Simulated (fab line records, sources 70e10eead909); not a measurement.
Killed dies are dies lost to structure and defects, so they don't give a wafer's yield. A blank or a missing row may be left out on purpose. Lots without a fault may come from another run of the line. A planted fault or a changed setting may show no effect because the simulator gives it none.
A struck lot beside a sound one | flow nand_harc | 15 steps out of a route of 1302
Sound: wafers L310.1, L310.5, L310.6. Struck: wafer L313.4. (L313.1, L313.5 of the same lot were not struck and are left out.) The cause comes at the end.
At each step with rows: each side's tool, then ch and its chambers, then its first start. Under that, the readings that differ: sound wafers | struck wafers | difference of the means | sigmas: that difference in standard deviations of wafers without a fault.
alike: readings whose means differ by less than 2 such deviations, and words and numbers that are the same on both sides. not compared: withheld readings, readings that some wafer has no value for, bounds like >300 that may hide the same value, and numbers for which the record gives no deviation and whose values overlap.
The two part at a step that has a row with sigmas, a row that says differs or no value, or rows on one side only. Numbers that don't overlap but have no deviation are shown without sigmas and don't part them. A reading that every wafer of one side lacks parts them only if that side has two wafers or more.

NHARC_A_DECK1_JOINT_ETCHBACK_07: etches the open film in HBr, target depth 105 nm, time 26.9 s.
  sound on rie_si-03 ch 0,2,3, day 12 15:42; struck on rie_si-03 ch 1, day 13 18:29
  reading               | sound             | struck | difference | sigmas
  oes_product_au (a.u.) | 1.016 0.993 0.999 | 0.969  | -0.034     | -3
  alike: drypump_motor_current_A, run_length_s, throttle_valve_pct
  not compared: rf_hours_counter_h
then, 8 steps without rows for these wafers: NHARC_A_DECK1_JOINT_ETCH_25 (etches SiO2 in dHF, target depth 0.5 nm); NHARC_A_DECK1_JOINT_ETCH_19 (etches poly-Si in TMAH, target depth 3 nm); NHARC_A_DECK1_JOINT_ETCH_18 (etches SiO2 in dHF, target depth 3 nm); NHARC_A_DECK1_JOINT_WET_08 (chemistry H3PO4, time 86 s); NHARC_A_DECK1_JOINT_ETCH_09 (etches SiO2 in dHF, target depth 5 nm); NHARC_A_DECK1_JOINT_WET_10 (chemistry H3PO4, time 86 s); NHARC_A_DECK1_JOINT_ETCH_11 (etches SiO2 in dHF, target depth 35 nm); NHARC_A_DECK1_JOINT_CVD_12 (deposits poly-Si, target thk 90 nm, time 1800 s).
NHARC_A_DECK1_JOINT_CMP_13: polishes, target thk 51.023 nm.
  sound on cmp-02 ch 1,2,3, day 13 01:58; struck on cmp-04 ch 0, day 14 04:37
  alike: motor_current_A, time_to_endpoint_s
NHARC_A_DECK1_JOINT_THK_MEAS_14: measures by ellipsometry.
  sound on film_metro-02, day 13 02:10; struck on film_metro-02, day 14 04:52
  alike: thk_nm
then, 1 step without rows for these wafers: NHARC_A_DECK1_JOINT_SRD_04.
NHARC_A_DECK1_JOINT_ETCHBACK_00: etches the open film in HBr, target depth 30 nm, time 17.4 s.
  sound on rie_si-04 ch 0,1,2, day 13 02:20; struck on rie_si-04 ch 0, day 14 05:00
  reading          | sound          | struck | difference | sigmas
  run_length_s (s) | 38.8 37.9 38.8 | 28.3   | -10.2      | -22
  alike: drypump_motor_current_A, oes_product_au, throttle_valve_pct
  not compared: rf_hours_counter_h
then, 1 step without rows for these wafers: NHARC_A_DECK1_JOINT_PRECLEAN_30 (cleans in SC1).
-- the record jumps here: 13 days lie between the struck wafers' starts before and after (it left off in module A_DECK1_JOINT and takes up again in module END, whose first step shown is number 1302 of the route) --
NHARC_END_SORT_01:
  the record has rows for the struck wafers here (prober-01 ch 0, day 27 03:09) and none for the sound ones

WHERE THEY PART
First at NHARC_A_DECK1_JOINT_ETCHBACK_07; last, within this record, at NHARC_END_SORT_01.

WHY: what the simulator had put in
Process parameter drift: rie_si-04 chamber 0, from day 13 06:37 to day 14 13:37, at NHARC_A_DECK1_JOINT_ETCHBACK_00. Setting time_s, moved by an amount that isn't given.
